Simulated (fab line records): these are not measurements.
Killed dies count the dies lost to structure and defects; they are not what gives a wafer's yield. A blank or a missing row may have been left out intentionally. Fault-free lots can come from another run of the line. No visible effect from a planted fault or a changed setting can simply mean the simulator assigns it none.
fab line records ; flow nand-harc ; part 2 of 2: steps 5 to 6 of 6
record lots=21; wafers=63; last-day=33
route steps=1302 shown A_STAIRCASE@677
lots that met no fault: taken from a fault-free run of the same line
start-h: hours from the record's first day to the start of the lot's first wafer shown ; wait-h: time in hours since the lot's previous step ; " the same as in the row above ; L1.1+2: one row covering several wafers at once ; - no value, or no start given ; * or withheld: withheld ; < > ~ a bound
route shown NAME@n: a module of which the file shows steps, and the number in the route of the first ; usual: mean and standard deviation over wafers with no fault ; same: alike in all rows ; chamber/n: place in a boat ; sites: readings site by site ; _std_site: standard deviation across them ; _edge_site: the outer-site mean with the inner-site mean subtracted ; radius-mm: for every site, how far away it sits from the centre of the wafer ; mask NAME#n: copy n ; behind: the tool/chamber that last shaped the wafer ; hold: cause of the lot's hold/its duration in hours/its outcome ; device: transistor that didn't switch, given as n, p or np ; end of line: the tests these same wafers got at the end of their route ; a step given without rows: its recipe and nothing more ; killed: dies lost to structure and defects at the first sort, not the wafer's yield ; map: the dies of a wafer, with x for killed, . for not killed, _ for no die there
set.NAME: the setting the step ran with; set.NAME@STEP: the setting that earlier step ran with ; model.NAME: the simulator's own value behind a step, which no gauge read
one table for each step of the route and one row for each wafer, over a sample of lots
services: a tool's chamber out of use, with start hour (start-h, from the record's first day; less than 0 if before it), hours out, and reason
## steps
# step NHARC_A_STAIRCASE_TRIM_200
# recipe time-s=211.2; o2-flow-sccm=500; ar-flow-sccm=0; bias-w=0; chemistry=O2
# usual chamber-pressure-mTorr=60.00/0.058; drypump-motor-current-A=5.8/0.53; oes-product-au=1.000/0.0092; rf-vpp-V=57.9/0.93; showerhead-plenum-p-Torr=3.60/0.18; throttle-valve-pct=17.036/0.0087
lot.wafer;tool;chamber;start-h;wait-h;chamber-pressure-mTorr;drypump-motor-current-A;oes-product-au;rf-hours-counter-h;rf-vpp-V;showerhead-plenum-p-Torr;throttle-valve-pct
L075.2;rie-diel-05;1;-;-;59.97;5.5;1.008;39;57.3;3.38;17.036
L075.3;rie-diel-05;2;-;-;60.01;6.2;1.010;39;58.3;3.79;17.025
L075.1;rie-diel-05;3;-;-;60.00;5.3;0.994;41;57.9;3.58;17.050
L074.4;rie-diel-05;3;-;-;60.00;5.3;1.008;43;58.0;3.58;17.033
L074.3;rie-diel-05;0;-;-;59.89;4.7;0.997;43;56.9;3.62;17.027
L074.1;rie-diel-05;1;-;-;59.98;5.5;1.002;41;57.0;3.37;17.050
L076.2;rie-diel-05;2;-;-;60.03;6.2;1.006;48;58.8;3.78;17.035
L076.6;rie-diel-05;2;-;-;59.91;6.2;0.988;-;57.6;3.78;17.037
L076.5;rie-diel-05;3;-;-;59.99;5.4;1.003;-;58.2;3.58;17.048
L077.3;rie-diel-05;1;-;-;60.02;5.5;1.000;51;55.8;3.37;17.034
L077.2;rie-diel-05;2;-;-;59.99;6.2;0.995;50;57.7;3.78;17.039
L077.5;rie-diel-05;2;-;-;60.00;6.2;0.994;-;58.4;3.78;17.039
L079.3;rie-diel-03;2;-;-;60.05;6.1;1.023;14;57.0;3.77;17.038
L079.2;rie-diel-03;3;-;-;59.99;6.7;0.998;37;58.1;3.79;17.035
L079.5;rie-diel-03;1;-;-;59.98;6.1;0.995;-;56.2;3.29;17.026
L081.1;rie-diel-05;1;-;-;59.96;5.5;0.995;3;57.8;3.37;17.037
L081.2;rie-diel-05;0;-;-;60.04;4.7;0.992;3;58.1;3.61;17.046
L081.5;rie-diel-05;1;-;-;60.04;5.5;0.983;-;57.5;3.37;17.068
L080.1;rie-diel-03;2;-;-;60.09;6.0;1.020;26;57.6;3.76;17.025
L080.3;rie-diel-03;3;-;-;59.91;6.7;0.997;42;57.9;3.78;17.033
L080.6;rie-diel-03;1;-;-;59.97;6.1;0.996;-;57.4;3.28;17.026
L082.2;rie-diel-05;2;-;-;59.89;6.2;0.985;6;59.1;3.77;17.062
L082.1;rie-diel-05;1;-;-;59.99;5.5;0.997;8;58.2;3.36;17.028
L082.6;rie-diel-05;2;-;-;60.09;6.2;0.990;-;58.3;3.77;17.032
L083.1;rie-diel-03;1;-;-;60.02;6.1;1.008;52;58.0;3.28;17.047
L083.3;rie-diel-03;2;-;-;59.98;6.1;1.011;27;58.5;3.76;17.036
L083.5;rie-diel-03;1;-;-;60.01;6.1;0.992;-;56.0;3.28;17.039
L084.4;rie-diel-05;0;-;-;60.14;4.7;0.997;20;57.7;3.60;17.040
L084.6;rie-diel-05;3;-;-;60.04;5.3;1.008;-;56.9;3.56;17.042
L084.5;rie-diel-05;0;-;-;59.98;4.7;0.993;-;57.7;3.60;17.028
L086.3;rie-diel-07;3;-;-;59.96;6.2;0.997;1;57.5;3.62;17.039
L086.1;rie-diel-07;2;-;-;60.12;5.7;0.999;1;57.7;3.29;17.025
L086.6;rie-diel-07;3;-;-;59.91;6.2;1.002;-;60.4;3.62;17.038
L087.4;rie-diel-03;3;-;-;60.06;6.6;1.010;10;58.0;3.77;17.033
L087.2;rie-diel-03;0;-;-;59.95;5.7;1.015;10;56.0;3.30;17.041
L087.5;rie-diel-03;2;-;-;60.00;6.1;1.008;-;58.5;3.75;17.024
L089.3;rie-diel-03;0;-;-;60.04;5.7;0.996;11;56.7;3.30;17.052
L089.1;rie-diel-03;1;-;-;59.97;6.1;1.001;9;56.6;3.80;17.048
L089.5;rie-diel-03;3;-;-;60.10;6.6;1.011;-;60.0;3.77;17.044
L088.4;rie-diel-03;3;-;-;60.02;6.7;1.010;14;57.3;3.77;17.025
L088.3;rie-diel-03;0;-;-;59.96;5.7;1.006;12;58.2;3.30;17.042
L088.5;rie-diel-03;1;-;-;60.06;6.1;1.003;-;58.1;3.80;17.028
L090.4;rie-diel-05;0;-;-;60.12;4.7;0.993;34;58.1;3.59;17.047
L090.1;rie-diel-05;2;-;-;59.92;6.2;0.990;36;56.8;3.75;17.039
L090.5;rie-diel-05;0;-;-;59.91;4.7;0.994;-;58.3;3.59;17.033
L092.1;rie-diel-03;3;-;-;60.06;6.7;1.011;22;57.7;3.76;17.043
L092.4;rie-diel-03;1;-;-;59.99;6.1;1.003;18;57.7;3.80;17.043
L092.5;rie-diel-03;3;-;-;59.88;6.7;1.014;-;58.4;3.77;17.039
L091.2;rie-diel-05;0;-;-;59.98;4.7;1.000;39;58.0;3.59;17.029
L091.4;rie-diel-05;2;-;-;60.06;6.2;0.992;40;56.6;3.75;17.048
L091.5;rie-diel-05;0;-;-;60.21;4.7;0.992;-;57.7;3.59;17.030
L093.1;rie-diel-07;1;-;-;59.95;5.8;0.998;30;58.7;3.75;17.033
L093.4;rie-diel-07;2;-;-;60.01;5.7;1.011;28;57.4;3.28;17.029
L093.5;rie-diel-07;0;-;-;60.04;5.9;0.989;-;58.1;3.63;17.044
L095.3;rie-diel-03;0;-;-;60.09;5.7;0.999;30;58.8;3.29;17.036
L095.2;rie-diel-03;2;-;-;59.97;6.1;1.000;29;57.7;3.74;17.030
L095.6;rie-diel-03;3;-;-;59.98;6.7;0.995;-;58.3;3.76;17.027
L094.4;rie-diel-03;2;-;-;60.01;6.1;1.008;30;58.7;3.74;17.023
L094.1;rie-diel-03;3;-;-;59.95;6.7;1.000;33;59.5;3.76;17.046
L094.2;rie-diel-03;1;-;-;60.09;6.1;0.984;29;57.5;3.79;17.029
L097.3;rie-diel-07;1;-;-;60.02;5.7;1.000;36;58.1;3.75;17.041
L097.4;rie-diel-07;3;-;-;60.03;6.1;0.998;38;59.1;3.60;17.008
L097.6;rie-diel-07;1;-;-;59.96;5.8;0.999;-;57.6;3.75;17.030
# step NHARC_A_STAIRCASE_DESCUM_219
# recipe time-s=3; o2-flow-sccm=200; ar-flow-sccm=0; bias-power-w=0; chemistry=O2
# usual chamber-pressure-mTorr=60.01/0.053; drypump-motor-current-A=5.9/0.45; oes-product-au=1.001/0.0079; rf-vpp-V=58.0/1; showerhead-plenum-p-Torr=1.96/0.11; throttle-valve-pct=11.311/0.01
# same bias-power-w=0
lot.wafer;tool;chamber;start-h;wait-h;chamber-pressure-mTorr;drypump-motor-current-A;oes-product-au;rf-hours-counter-h;rf-vpp-V;showerhead-plenum-p-Torr;throttle-valve-pct
L075.2;rie-diel-05;2;355.36;-;59.91;6.2;0.999;40;56.9;2.06;11.313
L075.1;rie-diel-05;3;355.36;-;59.97;5.3;1.001;42;57.3;1.95;11.317
L075.3;rie-diel-05;0;355.36;-;60.02;4.6;0.988;42;58.3;1.96;11.308
L074.3;rie-diel-05;2;361.06;-;59.99;6.2;0.993;43;58.1;2.06;11.290
L074.4;rie-diel-05;3;361.06;-;59.98;5.3;1.003;44;58.0;1.94;11.323
L074.1;rie-diel-05;0;361.06;-;60.07;4.7;0.994;44;57.6;1.96;11.313
L076.2;rie-diel-07;1;385.54;-;60.03;5.8;0.996;29;57.2;2.07;11.307
L076.5;rie-diel-07;0;385.54;-;60.04;5.9;0.990;-;57.8;1.99;11.312
L076.6;rie-diel-07;1;385.54;-;60.08;5.8;1.007;-;57.4;2.07;11.320
L077.3;rie-diel-05;2;394.15;-;60.01;6.2;1.009;50;58.2;2.06;11.323
L077.2;rie-diel-05;0;394.15;-;59.89;4.7;0.989;53;57.9;1.96;11.312
L077.5;rie-diel-05;2;394.15;-;60.00;6.2;1.006;-;60.4;2.06;11.302
L079.2;rie-diel-03;3;402.27;-;60.09;6.6;0.992;37;57.1;2.06;11.315
L079.3;rie-diel-03;0;402.27;-;59.92;5.6;1.008;33;57.3;1.79;11.312
L079.5;rie-diel-03;2;402.27;-;60.03;6.1;1.009;-;59.0;2.05;11.317
L081.1;rie-diel-03;3;425.37;-;60.03;6.6;0.999;40;58.6;2.06;11.297
L081.2;rie-diel-03;1;425.37;-;59.97;6.1;0.998;48;57.5;1.77;11.287
L081.5;rie-diel-03;1;425.37;-;60.04;6.1;1.001;-;56.6;1.77;11.313
L080.1;rie-diel-03;0;430.63;-;60.02;5.7;1.012;40;57.2;1.78;11.312
L080.3;rie-diel-03;2;430.63;-;60.00;6.0;1.002;26;56.8;2.05;11.296
L080.6;rie-diel-03;0;430.63;-;60.11;5.6;1.012;-;56.4;1.78;11.310
L082.1;rie-diel-07;0;435.48;-;60.01;5.9;0.992;50;57.9;1.99;11.311
L082.2;rie-diel-07;1;435.48;-;59.99;5.8;0.999;52;60.0;2.06;11.314
L082.6;rie-diel-07;1;435.48;-;60.06;5.8;0.998;-;57.2;2.06;11.315
L083.3;rie-diel-03;0;436.12;-;59.98;5.6;1.003;41;56.6;1.78;11.304
L083.1;rie-diel-03;1;436.12;-;60.11;6.1;0.991;52;57.6;1.77;11.294
L083.5;rie-diel-03;3;436.12;-;60.08;6.7;0.992;-;58.3;2.06;11.318
L084.4;rie-diel-03;1;467.44;-;60.03;6.1;0.996;0;57.5;2.08;11.322
L084.5;rie-diel-03;0;467.44;-;59.99;5.7;1.005;-;56.6;1.78;11.316
L084.6;rie-diel-03;1;467.44;-;59.99;6.1;0.999;-;58.7;2.08;11.315
L086.3;rie-diel-07;0;486.46;-;60.04;5.9;1.003;1;58.4;1.98;11.322
L086.1;rie-diel-07;2;486.46;-;59.94;5.7;0.993;2;57.8;1.78;11.307
L086.6;rie-diel-07;0;486.46;-;59.98;5.9;0.995;-;59.0;1.98;11.308
L087.2;rie-diel-03;2;492.81;-;60.04;6.1;1.022;8;58.6;2.04;11.318
L087.5;rie-diel-03;3;492.81;-;60.01;6.7;1.008;-;60.0;2.06;11.323
L087.4;rie-diel-03;1;492.81;-;60.01;6.1;0.991;-;59.7;2.07;11.306
L089.3;rie-diel-05;3;500.24;-;60.03;5.3;0.993;25;57.9;1.93;11.308
L089.1;rie-diel-05;0;500.24;-;59.99;4.7;1.004;27;57.8;1.95;11.323
L089.5;rie-diel-05;2;500.24;-;60.05;6.2;0.985;-;60.0;2.05;11.312
L088.4;rie-diel-05;0;502.92;-;60.06;4.7;1.009;27;58.4;1.95;11.293
L088.3;rie-diel-05;1;502.92;-;60.00;5.5;0.999;22;56.7;1.81;11.314
L088.5;rie-diel-05;2;502.92;-;60.05;6.1;0.992;-;58.1;2.05;11.314
L090.4;rie-diel-03;2;517.00;-;59.91;6.0;1.007;18;57.4;2.04;11.299
L090.1;rie-diel-03;3;517.00;-;59.96;6.6;0.997;20;57.8;2.05;11.288
L090.5;rie-diel-03;3;517.00;-;60.00;6.7;1.008;-;57.5;2.05;11.314
L092.4;rie-diel-03;0;529.41;-;60.05;5.6;1.001;20;57.0;1.78;11.315
L092.1;rie-diel-03;2;529.41;-;60.16;6.0;1.008;20;59.3;2.04;11.324
L092.5;rie-diel-03;3;529.41;-;60.07;6.6;0.999;-;57.5;2.05;11.310
L091.4;rie-diel-07;3;530.77;-;59.97;6.1;0.999;17;59.2;1.96;11.281
L091.2;rie-diel-07;0;530.77;-;59.93;6.0;1.004;14;58.3;1.98;11.316
L091.5;rie-diel-07;2;530.77;-;60.01;5.7;1.004;-;55.8;1.77;11.325
L093.4;rie-diel-07;3;561.86;-;60.03;6.2;1.000;31;58.9;1.96;11.327
L093.1;rie-diel-07;1;561.86;-;59.96;5.8;0.995;30;58.5;2.04;11.305
L093.5;rie-diel-07;3;561.86;-;60.01;6.2;0.995;-;58.3;1.96;11.305
L095.2;rie-diel-03;3;566.60;-;60.10;6.6;1.004;32;57.3;2.05;11.316
L095.3;rie-diel-03;0;566.60;-;59.97;5.7;1.005;30;57.2;1.77;11.304
L095.6;rie-diel-03;2;566.60;-;59.95;6.1;1.008;-;57.7;2.04;11.299
L094.4;rie-diel-05;1;570.73;-;60.01;5.5;0.999;47;56.5;1.81;11.322
L094.1;rie-diel-05;2;570.73;-;59.94;6.2;0.995;51;59.4;2.04;11.329
L094.2;rie-diel-05;3;570.73;-;59.94;5.3;0.999;49;56.7;1.92;11.308
L097.3;rie-diel-03;3;578.45;-;60.06;6.6;1.010;36;57.4;2.05;11.305
L097.4;rie-diel-03;2;578.45;-;60.04;6.1;1.017;-;59.0;2.04;11.299
L097.6;rie-diel-03;3;578.45;-;60.05;6.6;1.010;-;59.3;2.05;11.321
## services
tool;chamber;start-h;hours;kind
rie-diel-07;0;327.73;-;clean
rie-diel-07;1;327.73;-;clean
rie-diel-03;0;331.94;9.6;repair
rie-diel-05;-;333.91;2.4;repair
rie-diel-05;3;339.88;1.6;repair
rie-diel-07;1;348.32;7.1;repair
rie-diel-07;3;350.71;6.8;repair
rie-diel-05;0;352.29;2.8;repair
rie-diel-05;2;371.79;6.8;repair
rie-diel-07;0;395.55;6.7;repair
rie-diel-05;-;406.75;9.0;pm
rie-diel-03;3;414.78;10.4;repair
rie-diel-07;3;415.93;18.2;repair
rie-diel-03;-;458.30;9.0;pm
rie-diel-05;-;466.57;7.1;repair
rie-diel-07;-;471.20;9.0;pm
rie-diel-03;1;477.21;2.8;repair
rie-diel-03;0;492.39;3.5;repair
rie-diel-07;0;497.96;6.9;repair
rie-diel-05;1;535.89;5.3;repair
rie-diel-03;-;537.05;0.6;repair
rie-diel-05;0;553.50;2.5;repair
rie-diel-07;2;560.00;1.7;repair
rie-diel-03;0;568.97;94.2;repair
